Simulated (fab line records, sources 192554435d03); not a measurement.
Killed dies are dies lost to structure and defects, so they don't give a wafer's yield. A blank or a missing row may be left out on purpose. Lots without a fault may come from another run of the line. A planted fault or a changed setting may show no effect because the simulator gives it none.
fab line records | flow n5_finfet
record lots=24 wafers=72 last_day=18
route steps=1938 shown BEOL_M5@1182 BEOL_M6@1195
lots that met no fault: from a run of the same line without faults
start_h: hours from the record's first day to the start of the lot's first wafer shown | wait_h: hours since the lot's step before | " the same as in the row above | L1.1+2: a row that stands for several wafers | - no value, or no start given | * or withheld: withheld | < > ~ a bound
route shown NAME@n: a module of which the file shows steps, and the number in the route of the first | usual: mean/standard deviation of fault-free wafers | same: alike in all rows | chamber/n: place in a boat | sites: the reading at each site | _std_site: their standard deviation | _edge_site: outer sites' mean less inner sites' | radius_mm: how far each site lies from the wafer's centre | mask NAME#n: copy n | behind: the tool/chamber that last shaped the wafer | hold: why the lot was held/for how many hours/how that ended | device: the transistor (n, p or np) that didn't switch | end of line: the same wafers' tests at the end of the route | a step without rows: its recipe alone | killed: dies lost to structure and defects at the first sort, not the wafer's yield | map: a wafer's dies, x killed, . not, _ none there
set.NAME: the setting as run; set.NAME@STEP: as run at that earlier step | model.NAME: the simulator's own value behind a step, which no gauge read
steps of the route over a sample of lots; a table a step, a row a wafer
services: from which hour (start_h, from the record's first day; less than 0 if before it) a tool's chamber was out of use, for how many hours, and why
## steps
# step N5_BEOL_M5_ANNEAL_89
# recipe temp_c=400 time_s=1800 ambient=vacuum
# usual heater_power_w=825/81 susceptor_temp_C_max=400.9/0.34
# columns lot.wafer tool chamber start_h wait_h heater_power_w susceptor_temp_C_max
L074.3 pvd_sputter-03 - 183.47 0.0 864 401.1
L074.4 " - " " 755 400.6
L074.6 " - " " 777 401.2
L075.1 pvd_sputter-01 - 189.04 0.0 851 401.5
L075.3 " - " " 888 401.0
L075.5 " - " " 848 401.1
L076.3 pvd_sputter-02 - 200.06 0.0 853 401.2
L076.5 " - " " 785 401.2
L076.6 " - " " 705 401.3
L077.1 pvd_sputter-01 - 202.69 0.0 747 400.7
L077.2 " - " " 864 401.1
L077.6 " - " " 750 400.7
L078.3 pvd_sputter-02 - 208.84 0.0 709 400.7
L078.5 " - " " 784 400.9
L078.6 " - " " 817 400.8
L079.2 pvd_sputter-03 - 225.82 0.0 803 400.7
L079.3 " - " " 884 400.7
L079.6 " - " " 870 400.6
L081.1 pvd_sputter-01 - 228.84 0.0 871 401.1
L081.3 " - " " 775 400.6
L081.6 " - " " 872 400.9
L080.1 pvd_sputter-02 - 229.75 0.0 846 400.7
L080.2 " - " " 770 401.2
L080.3 " - " " 696 401.3
L082.4 pvd_sputter-03 - 232.62 0.0 777 400.8
L082.5 " - " " 915 400.6
L082.6 " - " " 757 400.8
L083.3 pvd_sputter-01 - 238.27 0.0 772 400.9
L083.4 " - " " 856 401.4
L083.6 " - " " 849 401.3
L084.1 pvd_sputter-01 - 245.57 0.0 773 400.8
L084.4 " - " " 772 400.5
L084.6 " - " " 793 400.8
L085.2 pvd_sputter-01 - 254.64 0.0 879 400.9
L085.3 " - " " 741 400.8
L085.4 " - " " 852 401.3
L086.1 pvd_sputter-02 - 258.05 0.0 875 401.3
L086.2 " - " " 704 400.7
L086.3 " - " " 824 401.0
L087.1 pvd_sputter-03 - 259.05 0.0 1009 401.5
L087.4 " - " " 776 401.0
L087.5 " - " " 875 400.8
L089.3 pvd_sputter-03 - 288.87 0.0 909 400.6
L089.4 " - " " 1021 401.6
L089.6 " - " " 786 400.8
L088.1 pvd_sputter-01 - 289.01 0.0 768 400.2
L088.3 " - " " 894 400.9
L088.6 " - " " 737 400.5
L090.2 pvd_sputter-02 - 289.92 0.0 861 400.7
L090.4 " - " " 759 400.9
L090.6 " - " " 860 400.8
L093.2 pvd_sputter-01 - 294.93 0.0 743 400.9
L093.4 " - " " 849 401.3
L093.5 " - " " 880 401.2
L091.2 pvd_sputter-03 - 295.49 0.0 790 400.4
L091.4 " - " " 749 400.8
L091.5 " - " " 1004 401.5
L094.3 pvd_sputter-03 - 319.31 0.0 792 400.5
L094.4 " - " " 1003 401.1
L094.5 " - " " 785 401.0
L096.2 pvd_sputter-02 - 322.76 0.0 849 400.7
L096.4 " - " " 765 400.6
L096.6 " - " " 851 400.8
L095.2 pvd_sputter-02 - 328.48 0.0 784 400.6
L095.3 " - " " 851 401.2
L095.5 " - " " 890 401.0
L092.1 pvd_sputter-03 - 329.24 0.0 929 400.8
L092.2 " - " " 774 400.8
L092.5 " - " " 1000 401.5
L097.2 pvd_sputter-03 - 338.35 0.0 776 401.3
L097.3 " - " " 759 400.6
L097.5 " - " " 873 400.5
# step N5_BEOL_M5_THK_MEAS_53
# recipe thk_meas_gauge=xrf reads=Cu_of_BEOL_M5_ECD_50
# usual M5_THK=61.5/1.6
# columns lot.wafer tool chamber start_h wait_h M5_THK[nm]
L074.3 film_metro-02 - 185.28 - 61.0
L074.4 " - " " 61.8
L074.6 " - " " 62.2
L075.1 film_metro-02 - 191.01 - 63.4
L075.3 " - " " 61.8
L075.5 " - " " 64.5
L076.3 film_metro-02 - 201.86 - 63.6
L076.5 " - " " 63.6
L076.6 " - " " 63.7
L077.1 film_metro-01 - 204.50 - 60.8
L077.2 " - " " 61.7
L077.6 " - " " 60.5
L078.3 film_metro-01 - 210.65 - 62.5
L078.5 " - " " 61.6
L078.6 " - " " 61.6
L079.2 film_metro-01 - 227.65 - 60.9
L079.3 " - " " 62.1
L079.6 " - " " 61.0
L081.1 film_metro-02 - 230.64 - 64.0
L081.3 " - " " 61.7
L081.6 " - " " 62.9
L080.1 film_metro-02 - 231.86 - 65.2
L080.2 " - " " 60.5
L080.3 " - " " 61.3
L082.4 film_metro-01 - 234.44 - 60.9
L082.5 " - " " 61.7
L082.6 " - " " 61.9
L083.3 film_metro-01 - 240.07 - 61.0
L083.4 " - " " 59.2
L083.6 " - " " 60.3
L084.1 film_metro-01 - 247.75 - 61.1
L084.4 " - " " 63.3
L084.6 " - " " 60.6
L085.2 film_metro-02 - 257.19 - 62.7
L085.3 " - " " 61.3
L085.4 " - " " 64.5
L086.1 film_metro-01 - 260.13 - 59.4
L086.2 " - " " 61.3
L086.3 " - " " 63.8
L087.1 film_metro-02 - 261.14 - 59.0
L087.4 " - " " 63.1
L087.5 " - " " 60.3
L089.3 film_metro-01 - 290.67 - 62.3
L089.4 " - " " 60.1
L089.6 " - " " 59.8
L088.1 film_metro-02 - 290.81 - 62.7
L088.3 " - " " 61.0
L088.6 " - " " 62.2
L090.2 film_metro-01 - 291.73 - 58.5
L090.4 " - " " 59.3
L090.6 " - " " 57.3
L093.2 film_metro-02 - 297.28 - 64.6
L093.4 " - " " 61.8
L093.5 " - " " 62.9
L091.2 film_metro-01 - 298.01 - 63.4
L091.4 " - " " 61.1
L091.5 " - " " 61.6
L094.3 film_metro-02 - 321.11 - 65.1
L094.4 " - " " 59.6
L094.5 " - " " 62.5
L096.2 film_metro-01 - 324.58 - 62.7
L096.4 " - " " 60.7
L096.6 " - " " 59.7
L092.1 film_metro-01 - 331.04 - 64.3
L092.2 " - " " 58.7
L092.5 " - " " 62.7
L095.2 film_metro-01 - 332.80 - 60.2
L095.3 " - " " 62.8
L095.5 " - " " 61.1
L097.2 film_metro-01 - 340.15 - 62.8
L097.3 " - " " 64.5
L097.5 " - " " 61.4
# step N5_BEOL_M6_CURE_74
# recipe temp_c=385 time_s=240 ambient=He/Ar material=SiCOH_lowk
# usual lamp_power_pct=52.32/0.052 wafer_temp_C_max=387.2/0.67
# columns lot.wafer tool chamber start_h wait_h lamp_power_pct wafer_temp_C_max
L074.3 uv_cure-03 0 185.82 0.2 52.40 387.4
L074.4 " 0 " " 52.32 387.1
L074.6 " 0 " " 52.32 387.4
L075.1 uv_cure-03 2 191.39 0.0 52.27 387.0
L075.3 " 2 " " 52.31 387.9
L075.5 " 2 " " 52.32 387.3
L076.3 uv_cure-03 2 202.43 0.2 52.36 387.0
L076.5 " 2 " " 52.33 388.2
L076.6 " 2 " " 52.27 386.4
L077.1 uv_cure-03 2 204.92 0.0 52.43 388.2
L077.2 " 2 " " 52.27 388.4
L077.6 " 2 " " 52.34 387.3
L078.3 uv_cure-02 2 211.22 0.2 52.29 386.2
L078.5 " 2 " " 52.40 386.5
L078.6 " 2 " " 52.30 386.9
L079.2 uv_cure-01 2 228.16 0.1 52.30 388.0
L079.3 " 2 " " 52.21 386.8
L079.6 " 2 " " 52.32 387.6
L081.1 uv_cure-01 2 231.03 0.0 52.41 386.5
L081.3 " 2 " " 52.30 387.5
L081.6 " 2 " " 52.40 387.5
L080.1 uv_cure-03 2 232.30 0.0 52.31 387.4
L080.2 " 2 " " 52.27 387.2
L080.3 " 2 " " 52.33 387.6
L082.4 uv_cure-01 1 235.15 0.3 52.31 386.5
L082.5 " 1 " " 52.27 387.7
L082.6 " 1 " " 52.33 386.6
L083.3 uv_cure-03 0 240.69 0.2 52.33 387.9
L083.4 " 0 " " 52.41 387.4
L083.6 " 0 " " 52.29 387.3
L084.1 uv_cure-01 0 248.14 0.0 52.17 386.0
L084.4 " 0 " " 52.39 386.2
L084.6 " 0 " " 52.28 385.6
L085.2 uv_cure-01 2 257.73 0.2 52.24 386.8
L085.3 " 2 " " 52.26 387.7
L085.4 " 2 " " 52.35 386.8
L086.1 uv_cure-01 1 260.52 0.0 52.38 387.6
L086.2 " 1 " " 52.24 387.0
L086.3 " 1 " " 52.34 386.9
L087.1 uv_cure-02 0 261.53 0.0 52.41 388.3
L087.4 " 0 " " 52.34 387.8
L087.5 " 0 " " 52.36 388.0
L088.1 uv_cure-02 0 291.20 0.0 52.31 387.3
L088.3 " 0 " " 52.19 388.1
L088.6 " 0 " " 52.29 388.2
L089.3 uv_cure-01 2 291.34 0.2 52.40 387.0
L089.4 " 2 " " 52.34 387.8
L089.6 " 2 " " 52.36 387.3
L090.2 uv_cure-03 1 292.31 0.1 52.42 386.8
L090.4 " 1 " " 52.34 386.8
L090.6 " 1 " " 52.35 387.0
L093.2 uv_cure-03 0 297.74 0.1 52.30 386.6
L093.4 " 0 " " 52.34 387.3
L093.5 " 0 " " 52.32 387.3
L091.2 uv_cure-01 1 298.47 0.1 52.33 387.2
L091.4 " 1 " " 52.32 388.1
L091.5 " 1 " " 52.35 387.2
L094.3 uv_cure-01 1 321.66 0.2 52.26 387.4
L094.4 " 1 " " 52.32 387.4
L094.5 " 1 " " 52.31 387.0
L096.2 uv_cure-02 0 325.04 0.1 52.26 387.4
L096.4 " 0 " " 52.28 387.9
L096.6 " 0 " " 52.36 387.7
L092.1 uv_cure-01 0 331.43 0.0 52.33 386.7
L092.2 " 0 " " 52.26 386.0
L092.5 " 0 " " 52.38 386.6
L095.2 uv_cure-02 1 333.45 0.1 52.28 385.3
L095.3 " 1 " " 52.37 386.3
L095.5 " 1 " " 52.28 385.9
L097.2 uv_cure-02 2 340.67 0.1 52.23 387.3
L097.3 " 2 " " 52.25 387.4
L097.5 " 2 " " 52.26 387.0
# step N5_BEOL_M6_ETCH_72
# recipe chemistry=N2/H2 target=underlayer target_depth_a=65 mask_material=CAR-EUV time_s=5.2 ion_energy_ev=200 pressure_mtorr=30 source_w=840 bias_w=150 n2_flow_sccm=200 h2_flow_sccm=200 ends=cleared
# usual drypump_motor_current_A=5.6/0.5 etch_rf_on_time_s=5.20/0.092 oes_product_au=0.67/0.051 rf_vpp_V=523.1/2.9 showerhead_plenum_p_Torr=2.52/0.087 throttle_valve_pct=17.83/0.21
# columns lot.wafer tool chamber start_h wait_h drypump_motor_current_A etch_rf_on_time_s oes_product_au rf_hours_counter_h rf_vpp_V showerhead_plenum_p_Torr throttle_valve_pct
L074.3 rie_diel-02 1 191.84 0.0 6.1 5.22 0.64 146 521.5 2.42 17.79
L074.4 " 2 " " 5.7 5.13 0.73 52 524.7 2.49 18.20
L074.6 " 2 " " 5.7 5.11 0.73 - 520.2 2.49 18.19
L075.1 rie_diel-04 1 196.30 0.0 5.4 5.34 0.64 145 518.3 2.46 18.13
L075.3 " 2 " " 4.7 5.24 0.74 47 526.7 2.58 17.56
L075.5 " 1 " " 5.4 5.23 0.65 - 521.3 2.46 18.11
L076.3 rie_diel-01 3 205.15 0.0 6.2 5.25 0.64 124 521.0 2.45 17.74
L076.5 " 2 " " 5.6 5.17 0.64 - 524.9 2.56 17.99
L076.6 " 1 " " 5.0 5.00 0.79 - 528.3 2.70 17.65
L077.1 rie_diel-01 2 210.22 0.0 5.6 5.23 0.64 139 521.8 2.56 18.00
L077.2 " 0 " " 6.2 5.06 0.70 78 519.8 2.45 17.72
L077.6 " 0 " " 6.2 5.10 0.70 - 522.8 2.45 17.72
L078.3 rie_diel-04 1 216.70 0.0 5.4 5.25 0.64 156 521.6 2.45 18.14
L078.5 " 2 " " 4.7 5.32 0.72 - 524.5 2.58 17.56
L078.6 " 1 " " 5.4 5.27 0.64 - 521.5 2.45 18.16
L079.2 rie_diel-01 0 233.05 0.0 6.2 5.07 0.71 85 520.1 2.45 17.73
L079.3 " 3 " " 6.2 5.24 0.65 134 519.0 2.44 17.82
L079.6 " 3 " " 6.2 5.27 0.64 - 521.3 2.44 17.77
L081.1 rie_diel-04 1 235.26 0.0 5.4 5.20 0.63 161 522.7 2.45 18.16
L081.3 " 0 " " 6.2 5.06 0.71 61 520.8 2.47 17.71
L081.6 " 3 " " 5.5 5.21 0.70 - 525.9 2.56 17.64
L080.1 rie_diel-04 0 236.44 0.0 6.1 5.16 0.72 61 521.0 2.46 17.69
L080.2 " 2 " " 4.7 5.33 0.71 65 524.4 2.58 17.58
L080.3 " 1 " " 5.4 5.25 0.63 161 519.2 2.45 18.15
L082.4 rie_diel-04 1 240.87 0.0 5.4 5.30 0.63 162 519.1 2.45 18.15
L082.5 " 0 " " 6.1 5.15 0.71 - 522.3 2.46 17.74
L082.6 " 3 " " 5.5 5.24 0.69 - 524.7 2.56 17.66
L083.3 rie_diel-02 0 243.81 0.0 5.2 5.39 0.58 219 521.7 2.51 18.05
L083.4 " 3 " " 5.9 5.18 0.64 160 523.8 2.65 17.60
L083.6 " 0 " " 5.3 5.39 0.58 - 521.9 2.52 18.06
L084.1 rie_diel-01 3 253.77 0.0 6.2 5.27 0.63 141 520.0 2.44 17.79
L084.4 " 1 " " 5.0 5.07 0.75 25 529.4 2.69 17.68
L084.6 " 0 " " 6.2 5.03 0.69 - 520.3 2.45 17.74
L085.2 rie_diel-01 0 261.60 0.0 6.2 5.07 0.69 96 520.5 2.45 17.75
L085.3 " 3 " " 6.2 5.33 0.64 145 520.5 2.44 17.80
L085.4 " 1 " " 5.0 5.09 0.75 - 526.6 2.69 17.71
L086.1 rie_diel-01 2 264.87 0.0 5.6 5.27 0.63 152 525.3 2.55 18.01
L086.2 " 3 " " 6.2 5.32 0.63 147 521.1 2.44 17.81
L086.3 " 1 " " 5.0 5.09 0.75 30 527.6 2.69 17.72
L087.1 rie_diel-04 2 265.04 0.0 4.7 5.24 0.72 76 525.1 2.57 17.60
L087.4 " 1 " " 5.4 5.22 0.63 171 520.4 2.45 18.17
L087.5 " 2 " " 4.7 5.29 0.71 - 526.4 2.57 17.60
L089.3 rie_diel-01 0 295.33 0.0 6.2 5.15 0.67 107 521.2 2.44 17.77
L089.4 " 3 " " 6.2 5.20 0.63 156 520.6 2.44 17.82
L089.6 " 3 " " 6.2 5.22 0.64 - 520.2 2.44 17.82
L088.1 rie_diel-04 0 296.03 0.0 6.1 5.12 0.70 81 521.1 2.46 17.76
L088.3 " 1 " " 5.4 5.21 0.63 176 520.2 2.44 18.20
L088.6 " 3 " " 5.5 5.17 0.68 - 525.3 2.55 17.68
L090.2 rie_diel-01 3 298.35 0.0 6.2 5.24 0.64 157 521.4 2.44 17.83
L090.4 " 1 " " 5.0 5.06 0.74 40 527.6 2.69 17.71
L090.6 " 1 " " 5.0 5.11 0.73 - 529.6 2.69 17.69
L093.2 rie_diel-04 3 301.64 0.0 5.5 5.18 0.68 88 527.7 2.55 17.68
L093.4 " 1 " " 5.4 5.21 0.62 177 521.7 2.44 18.19
L093.5 " 2 " " 4.7 5.24 0.70 - 526.0 2.57 17.61
L091.2 rie_diel-02 0 301.69 0.0 5.2 5.44 0.57 236 522.4 2.51 18.09
L091.4 " 2 " " 5.7 5.12 0.70 86 522.4 2.48 18.28
L091.5 " 2 " " 5.7 5.11 0.71 - 520.6 2.48 18.25
L096.2 rie_diel-02 2 332.05 0.0 5.7 5.14 0.72 98 520.8 2.48 18.28
L096.4 " 3 " " 5.9 5.15 0.62 187 528.6 2.64 17.62
L096.6 " 1 " " 6.2 5.23 0.61 - 519.9 2.40 17.88
L092.1 rie_diel-02 0 342.74 0.0 5.2 5.36 0.57 247 521.8 2.50 18.10
L092.2 " 2 " " 5.7 5.12 0.68 100 521.4 2.47 18.30
L092.5 " 2 " " 5.7 5.11 0.69 - 519.9 2.48 18.28
L095.2 rie_diel-01 1 342.83 0.0 5.0 5.18 0.72 55 527.3 2.68 17.75
L095.3 " 0 " " 6.3 5.08 0.66 123 521.2 2.44 17.78
L095.5 " 3 " " 6.2 5.27 0.62 - 522.1 2.43 17.83
L094.3 rie_diel-04 3 343.60 0.0 5.5 5.20 0.68 100 524.8 2.54 17.74
L094.4 " 1 " " 5.4 5.20 0.62 189 521.3 2.44 18.21
L094.5 " 1 " " 5.4 5.19 0.62 - 522.0 2.44 18.21
L097.2 rie_diel-01 3 344.71 0.0 6.2 5.27 0.62 169 518.9 2.43 17.83
L097.3 " 2 " " 5.6 5.17 0.62 176 523.2 2.54 18.08
L097.5 " 0 " " 6.3 5.08 0.67 - 520.8 2.44 17.79
# step N5_BEOL_M6_SURFACE_TREAT_79
# recipe gas=Ar time_s=* ion_energy_ev=* ion_current_ma_cm2=0.5 pressure_mtorr=* ar_flow_sccm=30
# usual pressure_mtorr=* throttle_valve_pct=*
# columns lot.wafer tool chamber start_h wait_h pressure_mtorr throttle_valve_pct
L074.3 pvd_sputter-03 - 193.48 0.2 * *
L074.4 " - " " * *
L074.6 " - " " * *
L075.1 pvd_sputter-01 - 197.93 0.2 * *
L075.3 " - " " * *
L075.5 " - " " * *
L076.3 pvd_sputter-03 - 206.87 0.2 * *
L076.5 " - " " * *
L076.6 " - " " * *
L077.1 pvd_sputter-02 - 214.16 0.2 * *
L077.2 " - " " * *
L077.6 " - " " * *
L078.3 pvd_sputter-02 - 218.19 0.2 * *
L078.5 " - " " * *
L078.6 " - " " * *
L079.2 pvd_sputter-03 - 234.47 0.2 * *
L079.3 " - " " * *
L079.6 " - " " * *
L081.1 pvd_sputter-03 - 237.87 0.2 * *
L081.3 " - " " * *
L081.6 " - " " * *
L080.1 pvd_sputter-02 - 238.05 0.2 * *
L080.2 " - " " * *
L080.3 " - " " * *
L082.4 pvd_sputter-02 - 243.68 1.7 * *
L082.5 " - " " * *
L082.6 " - " " * *
L083.3 pvd_sputter-02 - 245.88 0.4 * *
L083.4 " - " " * *
L083.6 " - " " * *
L084.1 pvd_sputter-03 - 255.47 0.2 * *
L084.4 " - " " * *
L084.6 " - " " * *
L085.2 pvd_sputter-01 - 264.76 1.7 * *
L085.3 " - " " * *
L085.4 " - " " * *
L086.1 pvd_sputter-03 - 267.34 1.2 * *
L086.2 " - " " * *
L086.3 " - " " * *
L087.1 pvd_sputter-03 - 267.86 0.2 * *
L087.4 " - " " * *
L087.5 " - " " * *
L089.3 pvd_sputter-02 - 298.15 1.1 * *
L089.4 " - " " * *
L089.6 " - " " * *
L088.1 pvd_sputter-02 - 298.73 0.2 * *
L088.3 " - " " * *
L088.6 " - " " * *
L090.2 pvd_sputter-01 - 299.72 0.2 * *
L090.4 " - " " * *
L090.6 " - " " * *
L093.2 pvd_sputter-01 - 302.96 0.2 * *
L093.4 " - " " * *
L093.5 " - " " * *
L091.2 pvd_sputter-02 - 303.28 0.4 * *
L091.4 " - " " * *
L091.5 " - " " * *
L096.2 pvd_sputter-02 - 335.29 2.0 * *
L096.4 " - " " * *
L096.6 " - " " * *
L092.1 pvd_sputter-02 - 344.57 0.2 * *
L092.2 " - " " * *
L092.5 " - " " * *
L095.2 pvd_sputter-02 - 344.61 0.2 * *
L095.3 " - " " * *
L095.5 " - " " * *
L094.3 pvd_sputter-03 - 346.13 0.3 * *
L094.4 " - " " * *
L094.5 " - " " * *
L097.2 pvd_sputter-03 - 346.17 0.2 * *
L097.3 " - " " * *
L097.5 " - " " * *
# step N5_BEOL_M6_CMP_52
# recipe stop_on=SiCOH_lowk t_overpolish_s=6.9 down_force_psi=1 platen_rpm=50 clearing_platen_down_force_psi=1.5 clearing_platen_rpm=50 post_cmp_clean=cu_alkaline target_thk_nm=80 clearing_platen_pad_velocity_m_s=0.99484 pad_velocity_m_s=0.99484
# usual barrier_field_endpoint_s=28.7/0.84 motor_current_A=6.2/0.57 overpolish_run_s=6.899/0.0095 time_to_endpoint_s=63/3.5
# columns lot.wafer tool chamber start_h wait_h barrier_field_endpoint_s motor_current_A overpolish_run_s time_to_endpoint_s
L074.4 cmp-02 3 194.36 0.1 28.8 6.7 6.901 69
L074.3 " 0 " " 28.5 6.6 6.881 65
L074.6 " 3 " " 28.8 6.4 6.889 68
L075.1 cmp-03 3 198.74 0.3 27.9 6.3 6.887 59
L075.3 " 0 " " 29.1 5.7 6.911 62
L075.5 " 3 " " 28.9 6.1 6.903 59
L076.3 cmp-03 1 208.03 0.3 27.3 7.2 6.889 62
L076.5 " 2 " " 29.5 5.0 6.904 64
L076.6 " 3 " " 27.6 6.0 6.914 58
L077.2 cmp-03 2 215.82 0.2 28.2 5.1 6.888 61
L077.1 " 1 " " 27.8 7.4 6.896 59
L077.6 " 3 " " 27.9 6.2 6.897 60
L078.3 cmp-04 3 219.19 0.2 29.1 5.8 6.898 66
L078.5 " 2 " " 30.2 5.7 6.896 70
L078.6 " 3 " " 30.0 5.7 6.917 68
L079.2 cmp-03 0 235.41 0.3 28.1 5.9 6.885 67
L079.3 " 1 " " 28.7 7.5 6.895 65
L079.6 " 2 " " 28.1 5.3 6.887 65
L081.1 cmp-02 1 238.60 0.3 28.0 6.1 6.898 57
L081.3 " 2 " " 28.5 6.2 6.908 62
L081.6 " 2 " " 28.4 6.3 6.881 58
L080.3 cmp-03 2 239.43 0.2 30.1 5.3 6.878 71
L080.1 " 3 " " 28.5 6.6 6.903 64
L080.2 " 0 " " 29.4 5.7 6.900 68
L082.4 cmp-02 1 245.23 0.3 28.8 6.3 6.905 59
L082.6 " 2 " " 28.1 6.7 6.901 57
L082.5 " 3 " " 28.9 6.2 6.891 61
L083.4 cmp-02 3 247.01 0.1 28.1 6.6 6.899 61
L083.3 " 1 " " 27.9 5.6 6.898 59
L083.6 " 3 " " 28.3 6.2 6.899 60
L084.4 cmp-02 3 257.37 0.2 27.9 6.4 6.896 59
L084.1 " 1 " " 27.3 6.1 6.915 58
L084.6 " 0 " " 28.2 6.8 6.911 58
L085.2 cmp-04 1 266.30 0.4 28.7 6.3 6.916 63
L085.4 " 2 " " 28.4 5.8 6.900 67
L085.3 " 3 " " 28.9 5.6 6.899 61
L086.2 cmp-04 1 268.37 0.2 27.9 6.8 6.889 62
L086.1 " 2 " " 28.9 5.8 6.906 66
L086.3 " 3 " " 28.6 5.7 6.902 66
L087.1 cmp-02 1 268.61 0.3 27.6 6.0 6.887 60
L087.4 " 2 " " 27.3 6.7 6.908 58
L087.5 " 2 " " 27.4 6.7 6.897 56
L089.3 cmp-04 1 298.97 0.2 29.4 6.8 6.904 61
L089.4 " 3 " " 28.8 5.7 6.913 61
L089.6 " 1 " " 30.2 6.9 6.910 62
L088.1 cmp-04 1 299.55 0.3 28.1 6.7 6.876 60
L088.3 " 2 " " 29.3 5.7 6.903 64
L088.6 " 2 " " 28.8 5.7 6.905 65
L090.4 cmp-04 2 300.95 0.2 29.4 5.6 6.896 65
L090.2 " 3 " " 28.9 5.8 6.895 64
L090.6 " 1 " " 28.1 6.9 6.904 65
L093.4 cmp-02 1 304.25 0.2 28.4 5.8 6.904 63
L093.2 " 3 " " 28.9 6.0 6.900 65
L093.5 " 0 " " 29.5 7.1 6.913 65
L091.2 cmp-04 1 304.27 0.2 28.6 6.6 6.884 62
L091.4 " 0 " " 29.5 6.2 6.900 66
L091.5 " 2 " " 29.1 5.8 6.901 64
L096.4 cmp-02 1 336.39 0.1 28.4 5.9 6.886 59
L096.2 " 3 " " 28.2 6.1 6.891 62
L096.6 " 2 " " 27.9 6.7 6.893 58
L092.2 cmp-02 0 345.76 0.2 28.8 6.6 6.893 61
L092.1 " 2 " " 27.2 6.4 6.899 61
L092.5 " 3 " " 29.7 6.4 6.893 64
L095.2 cmp-03 1 346.04 0.3 28.6 7.4 6.899 62
L095.3 " 2 " " 28.7 5.0 6.911 65
L095.5 " 0 " " 29.9 6.1 6.904 63
L094.4 cmp-02 1 347.11 0.2 28.8 6.3 6.902 66
L094.3 " 2 " " 28.3 6.6 6.916 64
L094.5 " 3 " " 29.9 6.3 6.891 66
L097.2 cmp-04 2 347.35 0.2 29.3 5.4 6.894 69
L097.3 " 3 " " 29.1 5.5 6.905 66
L097.5 " 2 " " 29.2 5.7 6.897 64
## services
# columns tool chamber start_h hours kind
cmp-04 - 174.90 6.6 pm
uv_cure-01 - 176.09 7.5 pm
uv_cure-02 - 180.62 1.0 pm
rie_diel-01 - 196.61 0.9 repair
cmp-02 - 197.13 4.0 pm
rie_diel-04 3 198.02 17.3 repair
cmp-03 - 201.61 1.2 repair
cmp-03 - 206.51 0.8 repair
cmp-02 - 216.47 0.3 repair
rie_diel-04 1 221.06 3.8 repair
rie_diel-01 2 231.74 9.0 repair
uv_cure-01 - 238.74 3.4 pm
cmp-03 - 240.67 1.8 repair
uv_cure-02 - 271.07 1.5 repair
pvd_sputter-01 - 272.12 7.8 repair
rie_diel-04 1 279.28 15.5 repair
uv_cure-03 - 290.46 0.3 repair
cmp-02 - 296.23 6.5 repair
cmp-03 - 299.96 2.0 repair
rie_diel-01 3 303.58 4.3 repair
uv_cure-01 - 305.86 2.8 pm
cmp-04 - 306.53 4.0 pm
cmp-04 - 312.89 5.5 repair
rie_diel-04 1 320.36 8.2 repair
## key
fault none
